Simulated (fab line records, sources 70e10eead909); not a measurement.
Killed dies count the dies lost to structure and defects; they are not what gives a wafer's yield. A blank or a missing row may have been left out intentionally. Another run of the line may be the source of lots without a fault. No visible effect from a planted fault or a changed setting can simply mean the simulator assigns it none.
Matching of chambers || flow nand_harc || rie_diel-13 running NHARC_A_CHANNEL_FILL_D2_ETCHBACK_20: 4 sister chambers
The step etches the open film in C4F8/O2/Ar, target depth 27 nm, time 13.5 s. 22 wafers are shown with their chamber, then 11 later ones without.

## WAFERS PAIRED WITH THEIR CHAMBERS
{"wafer": "L076.2", "chamber": 2, "rf_vpp_V (V)": 978, "oes_product_au (a.u.)": 1.001}
{"wafer": "L076.5", "chamber": 1, "rf_vpp_V (V)": 970, "oes_product_au (a.u.)": 0.999}
{"wafer": "L076.6", "chamber": 0, "rf_vpp_V (V)": 973, "oes_product_au (a.u.)": 0.986}
{"wafer": "L079.1", "chamber": 3, "rf_vpp_V (V)": 971, "oes_product_au (a.u.)": 0.989}
{"wafer": "L079.2", "chamber": 1, "rf_vpp_V (V)": 969, "oes_product_au (a.u.)": 1.009}
{"wafer": "L079.3", "chamber": 2, "rf_vpp_V (V)": 979, "oes_product_au (a.u.)": 1.007}
{"wafer": "L081.2", "chamber": 1, "rf_vpp_V (V)": 970, "oes_product_au (a.u.)": 1.001}
{"wafer": "L081.3", "chamber": 3, "rf_vpp_V (V)": 970, "oes_product_au (a.u.)": 0.980}
{"wafer": "L081.5", "chamber": 0, "rf_vpp_V (V)": 973, "oes_product_au (a.u.)": 0.983}
{"wafer": "L083.2", "chamber": 2, "rf_vpp_V (V)": 977, "oes_product_au (a.u.)": 0.965}
{"wafer": "L083.4", "chamber": 0, "rf_vpp_V (V)": 974, "oes_product_au (a.u.)": 0.962}
{"wafer": "L083.5", "chamber": 1, "rf_vpp_V (V)": 970, "oes_product_au (a.u.)": 0.992}
{"wafer": "L085.1", "chamber": 1, "rf_vpp_V (V)": 969, "oes_product_au (a.u.)": 1.009}
{"wafer": "L085.2", "chamber": 0, "rf_vpp_V (V)": 975, "oes_product_au (a.u.)": 0.984}
{"wafer": "L085.4", "chamber": 2, "rf_vpp_V (V)": 976, "oes_product_au (a.u.)": 0.996}
{"wafer": "L087.1", "chamber": 2, "rf_vpp_V (V)": 978, "oes_product_au (a.u.)": 0.993}
{"wafer": "L087.4", "chamber": 0, "rf_vpp_V (V)": 974, "oes_product_au (a.u.)": 0.984}
{"wafer": "L087.6", "chamber": 1, "rf_vpp_V (V)": 969, "oes_product_au (a.u.)": 0.990}
{"wafer": "L089.1", "chamber": 0, "rf_vpp_V (V)": 974, "oes_product_au (a.u.)": 0.928}
{"wafer": "L089.3", "chamber": 1, "rf_vpp_V (V)": 971, "oes_product_au (a.u.)": 0.971}
{"wafer": "L089.6", "chamber": 1, "rf_vpp_V (V)": 970, "oes_product_au (a.u.)": 0.961}
{"wafer": "L090.2", "chamber": 2, "rf_vpp_V (V)": 979, "oes_product_au (a.u.)": 0.933}

SIGNATURES (means of the wafers above)
{"reading": "rf_vpp_V", "chamber 0": 973.83, "chamber 1": 969.75, "chamber 2": 977.83, "chamber 3": 970.50, "scatter within a chamber": 0.871}
{"reading": "oes_product_au", "chamber 0": 0.97117, "chamber 1": 0.99150, "chamber 2": 0.98250, "chamber 3": 0.98450, "scatter within a chamber": 0.0221}
Rule: for a wafer and a chamber, the distance is found by dividing, reading by reading, the gap between the wafer's reading and the chamber's mean by the reading's scatter, squaring, summing and taking the root. The wafer belongs to the nearest chamber; if the next one is less than 2 further off, it can't be placed. The scatter: the root of (the sum of the squares of (reading less its chamber's mean) over the shown wafers, divided by (wafers less chambers)).

## WAFERS WITH NO CHAMBER GIVEN
{"wafer": "L090.3", "rf_vpp_V (V)": 969, "oes_product_au (a.u.)": 0.912}
{"wafer": "L090.6", "rf_vpp_V (V)": 974, "oes_product_au (a.u.)": 0.917}
{"wafer": "L092.4", "rf_vpp_V (V)": 977, "oes_product_au (a.u.)": 0.968}
{"wafer": "L092.5", "rf_vpp_V (V)": 971, "oes_product_au (a.u.)": 0.941}
{"wafer": "L092.6", "rf_vpp_V (V)": 974, "oes_product_au (a.u.)": 0.961}
{"wafer": "L094.1", "rf_vpp_V (V)": 972, "oes_product_au (a.u.)": 0.981}
{"wafer": "L094.3", "rf_vpp_V (V)": 971, "oes_product_au (a.u.)": 1.003}
{"wafer": "L094.4", "rf_vpp_V (V)": 970, "oes_product_au (a.u.)": 1.018}
{"wafer": "L095.3", "rf_vpp_V (V)": 974, "oes_product_au (a.u.)": 0.977}
{"wafer": "L095.5", "rf_vpp_V (V)": 972, "oes_product_au (a.u.)": 0.967}
{"wafer": "L095.6", "rf_vpp_V (V)": 979, "oes_product_au (a.u.)": 1.016}

## WHICH CHAMBER EACH ONE RAN IN
{"wafer": "L090.3", "from the rows above": "can't be placed: 1 or 3", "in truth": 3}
{"wafer": "L090.6", "from the rows above": 0, "in truth": 0}
{"wafer": "L092.4", "from the rows above": 2, "in truth": 2}
{"wafer": "L092.5", "from the rows above": "can't be placed: 3 or 1 or 0", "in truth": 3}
{"wafer": "L092.6", "from the rows above": 0, "in truth": 0}
{"wafer": "L094.1", "from the rows above": "can't be placed: 3 or 0 or 1", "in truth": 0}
{"wafer": "L094.3", "from the rows above": "can't be placed: 3 or 1", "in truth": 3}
{"wafer": "L094.4", "from the rows above": "can't be placed: 1 or 3", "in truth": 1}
{"wafer": "L095.3", "from the rows above": 0, "in truth": 0}
{"wafer": "L095.5", "from the rows above": "can't be placed: 3 or 0 or 1", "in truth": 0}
{"wafer": "L095.6", "from the rows above": 2, "in truth": 2}
Placed correctly: 5 of 11. From these rows, 6 cannot be placed; in 6 the true chamber is one of the candidates. Placed wrongly: 0.
